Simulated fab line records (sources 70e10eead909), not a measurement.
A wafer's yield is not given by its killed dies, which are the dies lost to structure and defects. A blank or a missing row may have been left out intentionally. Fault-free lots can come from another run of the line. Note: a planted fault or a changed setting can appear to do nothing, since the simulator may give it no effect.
fab line records ; flow nandHarc
[record] lots = 6; wafers = 18; lastDay = 33
route steps=1302 shown A_ONON_D1@430
lots with no fault: from the same line, run without faults
startH: the number of hours between the record's first day and the start of the first shown wafer of the lot ; waitH: hours since the lot's step before ; " as in the row above ; L1.1+2: a row that stands for several wafers ; - value missing, or start not given ; * or withheld: withheld ; < > ~ a bound
route shown NAME@n: names a module that has steps shown in the file, with the first one's number in the route ; usual: mean and standard deviation over wafers with no fault ; same: alike in all rows ; chamber/n: place in a boat ; sites: per-site readings ; _std_site: the values' standard deviation ; _edge_site: the outer-site mean with the inner-site mean subtracted ; radiusMm: for every site, how far away it sits from the centre of the wafer ; mask NAME#n: copy n ; behind: the last tool/chamber to shape the wafer ; hold: the reason the lot was held/the length of the hold in hours/how it ended ; device: transistor that didn't switch, given as n, p or np ; end of line: tests run on the same wafers once the route is complete ; a step without rows: its recipe alone ; killed: the dies lost at the first sort to structure and to defects; this is not the yield of the wafer ; map: a wafer's dies, x killed, . not, _ none there
set.NAME: setting as actually run; set.NAME@STEP: the setting as run at that earlier step ; model.NAME: the simulator's own value behind a step, which no gauge read
lots at selected steps of the route; one table per step, one row per wafer
services: when a tool's chamber went out of use (startH, in hours from the record's first day, below 0 if earlier), for how many hours, and the reason
[[steps]]
[step NHARC_A_ONON_D1_DEP_09]
[recipe] targetThkA = 10000; n2FlowSccm = 2750; n2oFlowSccm = 2000; nh3FlowSccm = 500; sih4FlowSccm = 210; tempC = 400
[step NHARC_A_ONON_D1_THK_MEAS_11]
[recipe] thkMeasGauge = ellipsometry
[usual] thkNm = 1000/9.8
lot.wafer;tool;chamber;startH;waitH;thkNm
L461.1;filmMetro-02;-;271.47;-;991
L461.2;filmMetro-02;-;271.47;-;991
L461.6;filmMetro-02;-;271.47;-;990
L462.1;filmMetro-01;-;283.56;-;995
L462.3;filmMetro-01;-;283.56;-;997
L462.4;filmMetro-01;-;283.56;-;997
L466.4;filmMetro-01;-;326.59;-;993
L466.5;filmMetro-01;-;326.59;-;994
L466.6;filmMetro-01;-;326.59;-;992
L467.1;filmMetro-01;-;332.14;-;1009
L467.5;filmMetro-01;-;332.14;-;1007
L467.6;filmMetro-01;-;332.14;-;1008
L471.3;filmMetro-01;-;373.38;-;985
L471.5;filmMetro-01;-;373.38;-;984
L471.6;filmMetro-01;-;373.38;-;985
L473.3;filmMetro-02;-;401.76;-;1009
L473.4;filmMetro-02;-;401.76;-;1008
L473.6;filmMetro-02;-;401.76;-;1009
[step NHARC_A_ONON_D1_DEP_12]
[recipe] targetThkA = 10000; n2FlowSccm = 2750; n2oFlowSccm = 2000; nh3FlowSccm = 500; sih4FlowSccm = 210; tempC = 400
[step NHARC_A_ONON_D1_THK_MEAS_14]
[recipe] thkMeasGauge = ellipsometry
[usual] thkNm = 1001/11
lot.wafer;tool;chamber;startH;waitH;thkNm
L461.1;filmMetro-01;-;272.04;-;996
L461.2;filmMetro-01;-;272.04;-;994
L461.6;filmMetro-01;-;272.04;-;996
L462.1;filmMetro-02;-;284.13;-;995
L462.3;filmMetro-02;-;284.13;-;994
L462.4;filmMetro-02;-;284.13;-;993
L466.4;filmMetro-01;-;327.16;-;1001
L466.5;filmMetro-01;-;327.16;-;1003
L466.6;filmMetro-01;-;327.16;-;1003
L467.1;filmMetro-02;-;332.70;-;1008
L467.5;filmMetro-02;-;332.70;-;1008
L467.6;filmMetro-02;-;332.70;-;1009
L471.3;filmMetro-02;-;373.95;-;985
L471.5;filmMetro-02;-;373.95;-;984
L471.6;filmMetro-02;-;373.95;-;982
L473.3;filmMetro-01;-;402.32;-;1000
L473.4;filmMetro-01;-;402.32;-;1000
L473.6;filmMetro-01;-;402.32;-;1000
[step NHARC_A_ONON_D1_ANNEAL_15]
[recipe] tempC = 750; timeS = 3600
[step NHARC_A_ONON_D1_DEP_16]
[recipe] targetThkA = 10000; n2FlowSccm = 2750; n2oFlowSccm = 2000; nh3FlowSccm = 500; sih4FlowSccm = 210; tempC = 400
[step NHARC_A_ONON_D1_THK_MEAS_18]
[recipe] thkMeasGauge = ellipsometry
[usual] thkNm = 997/8.9
lot.wafer;tool;chamber;startH;waitH;thkNm
L461.1;filmMetro-01;-;280.38;-;996
L461.2;filmMetro-01;-;280.38;-;998
L461.6;filmMetro-01;-;280.38;-;999
L462.1;filmMetro-01;-;292.89;-;1006
L462.3;filmMetro-01;-;292.89;-;1005
L462.4;filmMetro-01;-;292.89;-;1005
L466.4;filmMetro-01;-;336.41;-;995
L466.5;filmMetro-01;-;336.41;-;994
L466.6;filmMetro-01;-;336.41;-;993
L467.1;filmMetro-02;-;340.55;-;988
L467.5;filmMetro-02;-;340.55;-;987
L467.6;filmMetro-02;-;340.55;-;987
L471.3;filmMetro-01;-;381.80;-;996
L471.5;filmMetro-01;-;381.80;-;996
L471.6;filmMetro-01;-;381.80;-;996
L473.3;filmMetro-01;-;411.64;-;1002
L473.4;filmMetro-01;-;411.64;-;1002
L473.6;filmMetro-01;-;411.64;-;1001
[step NHARC_A_ONON_D1_DEP_19]
[recipe] targetThkA = 10000; n2FlowSccm = 2750; n2oFlowSccm = 2000; nh3FlowSccm = 500; sih4FlowSccm = 210; tempC = 400
[step NHARC_A_ONON_D1_THK_MEAS_21]
[recipe] thkMeasGauge = ellipsometry
[usual] thkNm = 998/12
lot.wafer;tool;chamber;startH;waitH;thkNm
L461.1;filmMetro-02;-;280.94;-;990
L461.2;filmMetro-02;-;280.94;-;992
L461.6;filmMetro-02;-;280.94;-;989
L462.1;filmMetro-02;-;293.45;-;992
L462.3;filmMetro-02;-;293.45;-;992
L462.4;filmMetro-02;-;293.45;-;990
L466.4;filmMetro-02;-;336.97;-;992
L466.5;filmMetro-02;-;336.97;-;990
L466.6;filmMetro-02;-;336.97;-;990
L467.1;filmMetro-01;-;341.12;-;995
L467.5;filmMetro-01;-;341.12;-;995
L467.6;filmMetro-01;-;341.12;-;994
L471.3;filmMetro-01;-;382.37;-;981
L471.5;filmMetro-01;-;382.37;-;981
L471.6;filmMetro-01;-;382.37;-;980
L473.3;filmMetro-01;-;412.21;-;1014
L473.4;filmMetro-01;-;412.21;-;1012
L473.6;filmMetro-01;-;412.21;-;1013
[step NHARC_A_ONON_D1_DEP_22]
[recipe] targetThkA = 10000; n2FlowSccm = 2750; n2oFlowSccm = 2000; nh3FlowSccm = 500; sih4FlowSccm = 210; tempC = 400
[step NHARC_A_ONON_D1_THK_MEAS_24]
[recipe] thkMeasGauge = ellipsometry
[usual] thkNm = 999/11
lot.wafer;tool;chamber;startH;waitH;thkNm
L461.1;filmMetro-01;-;281.51;-;1010
L461.2;filmMetro-01;-;281.51;-;1009
L461.6;filmMetro-01;-;281.51;-;1011
L462.1;filmMetro-02;-;294.01;-;993
L462.3;filmMetro-02;-;294.01;-;993
L462.4;filmMetro-02;-;294.01;-;993
L466.4;filmMetro-02;-;337.53;-;1014
L466.5;filmMetro-02;-;337.53;-;1011
L466.6;filmMetro-02;-;337.53;-;1012
L467.1;filmMetro-02;-;341.68;-;1003
L467.5;filmMetro-02;-;341.68;-;1003
L467.6;filmMetro-02;-;341.68;-;1004
L471.3;filmMetro-01;-;382.94;-;988
L471.5;filmMetro-01;-;382.94;-;988
L471.6;filmMetro-01;-;382.94;-;988
L473.3;filmMetro-02;-;412.77;-;990
L473.4;filmMetro-02;-;412.77;-;991
L473.6;filmMetro-02;-;412.77;-;990
[step NHARC_A_ONON_D1_DEP_25]
[recipe] targetThkA = 10000; n2FlowSccm = 2750; n2oFlowSccm = 2000; nh3FlowSccm = 500; sih4FlowSccm = 210; tempC = 400
[usual] n2FlowSccm = 2750/8; nh3FlowSccm = 499.7/1.3
lot.wafer;tool;chamber;startH;waitH;n2FlowSccm;nh3FlowSccm
L461.1;pecvdOnon-02;0;281.70;0.2;2742;500.9
L461.2;pecvdOnon-02;0;281.70;0.2;2744;499.2
L461.6;pecvdOnon-02;0;281.70;0.2;2748;500.3
L462.1;pecvdOnon-04;0;294.06;0.1;2755;499.6
L462.3;pecvdOnon-04;0;294.06;0.1;2747;498.8
L462.4;pecvdOnon-04;0;294.06;0.1;2754;499.6
L466.4;pecvdOnon-02;0;337.76;0.2;2740;499.5
L466.5;pecvdOnon-02;0;337.76;0.2;2740;502.1
L466.6;pecvdOnon-02;0;337.76;0.2;2758;497.0
L467.1;pecvdOnon-02;0;341.74;0.1;2753;501.1
L467.5;pecvdOnon-02;0;341.74;0.1;2753;501.4
L467.6;pecvdOnon-02;0;341.74;0.1;2755;500.3
L471.3;pecvdOnon-01;0;383.11;0.2;2752;498.6
L471.5;pecvdOnon-01;0;383.11;0.2;2750;499.7
L471.6;pecvdOnon-01;0;383.11;0.2;2757;500.5
L473.3;pecvdOnon-04;0;412.94;0.2;2755;500.7
L473.4;pecvdOnon-04;0;412.94;0.2;2744;499.7
L473.6;pecvdOnon-04;0;412.94;0.2;2746;499.7
[step NHARC_A_ONON_D1_THK_MEAS_27]
[recipe] thkMeasGauge = ellipsometry
[usual] thkNm = 1001/9.8
lot.wafer;tool;chamber;startH;waitH;thkNm
L461.1;filmMetro-02;-;282.20;-;988
L461.2;filmMetro-02;-;282.20;-;988
L461.6;filmMetro-02;-;282.20;-;987
L462.1;filmMetro-01;-;294.57;-;992
L462.3;filmMetro-01;-;294.57;-;991
L462.4;filmMetro-01;-;294.57;-;990
L466.4;filmMetro-02;-;338.10;-;1006
L466.5;filmMetro-02;-;338.10;-;1054
L466.6;filmMetro-02;-;338.10;-;1056
L467.1;filmMetro-01;-;342.24;-;981
L467.5;filmMetro-01;-;342.24;-;1031
L467.6;filmMetro-01;-;342.24;-;1030
L471.3;filmMetro-01;-;383.50;-;994
L471.5;filmMetro-01;-;383.50;-;992
L471.6;filmMetro-01;-;383.50;-;993
L473.3;filmMetro-01;-;413.34;-;998
L473.4;filmMetro-01;-;413.34;-;999
L473.6;filmMetro-01;-;413.34;-;999
[step NHARC_A_ONON_D1_DEP_28]
[recipe] targetThkA = 10000; n2FlowSccm = 2750; n2oFlowSccm = 2000; nh3FlowSccm = 500; sih4FlowSccm = 210; tempC = 400
[[services]]
tool;chamber;startH;hours;kind
pecvdOnon-01;-;269.00;13.0;pm
pecvdOnon-04;-;304.04;0.3;repair
pecvdOnon-04;-;311.10;13.0;pm
pecvdOnon-02;-;366.31;13.0;pm
[[key]]
[firstSign] step = NHARC_A_ONON_D1_THK_MEAS_27; reading = thkNm; direction = up; sigmas = 4.2; usual = 1001; struck = 1043
effect none on later readings
metAt NHARC_A_ONON_D1_DEP_25
struckWafers L466.5,L466.6,L467.5,L467.6
laterRowsLeftOut L466.5,L466.6,L467.5,L467.6
sortLeftOut L466.5,L466.6,L467.5,L467.6
testerLeftOut L466,L467
onsetBetween 281.70 337.76
[fault] kind = processParameterDrift; tool = pecvdOnon-02; chamber = -; onsetH = 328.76; steps = NHARC_A_ONON_D1_DEP_25; channel = targetThkA; offset = *; shape = step; endH = 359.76; scope = struckWafersOnly; actsIn = *; stated = *
// testerLeftOut: of these lots the tester's yield and bins aren't shown, on N5 and GAA mostly nor the transistor test; their killed dies are dies lost to structure and defects alone, not to doping, threshold or leakage, so they don't give the yield
// sortLeftOut: the simulated sort isn't trusted on such a fault, so these wafers' sort isn't shown, and their yield isn't known
// laterRowsLeftOut: the simulator's readings of these wafers behind a module that went badly wrong aren't trusted and aren't shown, but for the sort
